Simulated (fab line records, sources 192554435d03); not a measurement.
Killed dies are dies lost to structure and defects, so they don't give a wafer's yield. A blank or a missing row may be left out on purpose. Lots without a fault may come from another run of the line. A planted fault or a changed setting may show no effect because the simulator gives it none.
Split-lot experiment | flow n5_finfet | 7 lots, 21 wafers read, on a route of 1938 steps

THE SPLIT
At N5_PASSIVATION_PASS_ETCH_47 (etches SiNx in CF4/O2, target depth 770 nm, time 385 s), the setting source_w was moved away from the recipe's 535 W on 3 of the 21 wafers read, by +12.7% to +13.2%. The other wafers ran this setting at the recipe's value.

The reading is taken at the split's own step.

THE READING
etch.depth_nm (the simulator's own value, which no gauge read), in nm, at N5_PASSIVATION_PASS_ETCH_47 (etches SiNx in CF4/O2, target depth 770 nm, time 385 s). The file gives no usual value for it. The 18 wafers here that ran the recipe average 772.3 nm, standard deviation 11 nm.

wafer  | tool, chamber at the split | source_w as run, W | against the recipe | etch.depth_nm, nm | against lot-mates on the recipe
L074.1 | rie_diel-03, 1             | 602.9              | +12.7%             | 856.6             | +86.9
L074.2 | rie_diel-03, 3             | 535                | recipe             | 753.6             | -
L074.3 | rie_diel-03, 0             | 535                | recipe             | 785.8             | -
L076.2 | rie_diel-03, 1             | 535                | recipe             | 761.4             | -
L076.3 | rie_diel-03, 0             | 535                | recipe             | 772.1             | -
L076.6 | rie_diel-03, 0             | 535                | recipe             | 788.2             | -
L080.1 | rie_diel-04, 2             | 535                | recipe             | 776.3             | -
L080.3 | rie_diel-04, 3             | 535                | recipe             | 775.2             | -
L080.6 | rie_diel-04, 0             | 535                | recipe             | 783.6             | -
L078.4 | rie_diel-04, 3             | 535                | recipe             | 767.7             | -
L078.5 | rie_diel-04, 3             | 535                | recipe             | 764.6             | -
L078.6 | rie_diel-04, 0             | 535                | recipe             | 767.6             | -
L084.1 | rie_diel-04, 1             | 535                | recipe             | 757.6             | -
L084.2 | rie_diel-04, 3             | 535                | recipe             | 766.6             | -
L084.4 | rie_diel-04, 0             | 535                | recipe             | 772               | -
L089.2 | rie_diel-02, 0             | 605.5              | +13.2%             | 871               | +81.4
L089.4 | rie_diel-02, 3             | 605.5              | +13.2%             | 856.5             | +66.9
L089.6 | rie_diel-02, 1             | 535                | recipe             | 789.6             | -
L093.2 | rie_diel-02, 2             | 535                | recipe             | 764.7             | -
L093.5 | rie_diel-02, 1             | 535                | recipe             | 787.2             | -
L093.6 | rie_diel-02, 2             | 535                | recipe             | 767.2             | -

THE FIT
A straight line over all 21 wafers: etch.depth_nm changes by +6.85 nm for each +1% of source_w; r = +0.95; the points scatter about the line by 11 nm.
The same after taking each lot's own level away (the mean of its wafers on the recipe; 21 wafers): +6.01 nm for each +1%; r = +0.95; scatter 9.2 nm.
On that fit, the largest move of source_w shifts the reading by 79 nm.
The lots' own levels span 765.40 to 789.60 nm, that is 2.3 times the standard deviation above.
So the lot-to-lot level changes the slope: the two fits differ.
Check: with one of the wafers moved furthest among these (+13.2%) left out of the fit, the line predicts +78.1 nm for it against its lot-mates. It came out at +81.4 nm against them.

OTHER SPLITS ON THESE WAFERS
These wafers also went through other splits before the reading. Each is held against what the fit with the lots' levels taken away leaves over:
other split on the same wafers | wafers away from the commonest value | r with etch.depth_nm (lot level and that fit taken away)
N5_BEOL_M15_SPUTTER_43 time_s  | 4                                    | -0.12
N5_PASSIVATION_ETCH_59 time_s  | 6                                    | -0.09

THE FILE'S OWN FIT
etch.depth_nm changes by +6.21 nm for each +1% of source_w, r = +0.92.
